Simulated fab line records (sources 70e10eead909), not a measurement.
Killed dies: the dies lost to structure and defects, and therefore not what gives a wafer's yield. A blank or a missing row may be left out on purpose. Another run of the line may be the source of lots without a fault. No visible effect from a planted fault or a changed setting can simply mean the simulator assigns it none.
Chamber matching -- flow nand-harc -- NHARC_THIN_TSV_DESCUM_35 on rie-diel-12 has 4 sister chambers
The step chemistry O2, time 3 s. 14 wafers are shown with their chamber, then 7 later ones without.

WAFERS WITH THEIR CHAMBER
wafer,chamber,drypump-motor-current-A (A),oes-product-au (a.u.),throttle-valve-pct (%)
L236.1,1,5.9,0.990,11.326
L236.3,2,5.5,0.990,11.320
L236.5,2,5.5,0.995,11.300
L238.1,2,5.5,0.996,11.307
L238.4,1,6.0,1.001,11.315
L238.5,3,5.8,0.992,11.307
L243.3,3,5.8,0.996,11.313
L243.4,1,5.9,0.975,11.319
L243.5,2,5.5,0.986,11.303
L240.3,3,5.9,0.989,11.312
L240.5,0,5.4,1.005,11.294
L240.6,3,5.8,0.996,11.320
L244.1,0,5.4,1.010,11.317
L244.2,2,5.5,1.012,11.306

SIGNATURES (averages over the wafers above)
reading,chamber 0,chamber 1,chamber 2,chamber 3,scatter within a chamber
drypump-motor-current-A,5.400,5.933,5.500,5.825,0.0376
oes-product-au,1.00750,0.98867,0.99580,0.99325,0.00884
throttle-valve-pct,11.30550,11.32000,11.30720,11.31300,0.00805
Rule: a wafer's distance from a chamber is the root of the sum, over the readings, of the square of ((its reading less the chamber's mean) divided by the reading's scatter). The wafer belongs to the nearest chamber; if the next one is less than 2 further off, it can't be placed. The scatter: the root of (the sum of the squares of (reading less its chamber's mean) over the shown wafers, divided by (wafers less chambers)).

WAFERS WHOSE CHAMBER IS MISSING
wafer,drypump-motor-current-A (A),oes-product-au (a.u.),throttle-valve-pct (%)
L244.3,5.9,1.006,11.318
L251.1,5.9,1.000,11.312
L251.2,5.4,0.995,11.302
L251.6,5.4,0.992,11.312
L257.1,5.8,1.000,11.310
L257.2,5.5,1.000,11.313
L257.3,5.4,1.001,11.316

WHICH CHAMBER EACH ONE RAN IN
wafer,from the rows above,in truth
L244.3,can't be placed: 1 or 3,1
L251.1,can't be placed: 1 or 3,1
L251.2,can't be placed: 0 or 2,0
L251.6,can't be placed: 0 or 2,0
L257.1,3,3
L257.2,2,2
L257.3,can't be placed: 0 or 2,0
Placed correctly: 2 of 7. These rows do not allow placing 5 (true chamber among the candidates in 5). 0 placed wrongly.
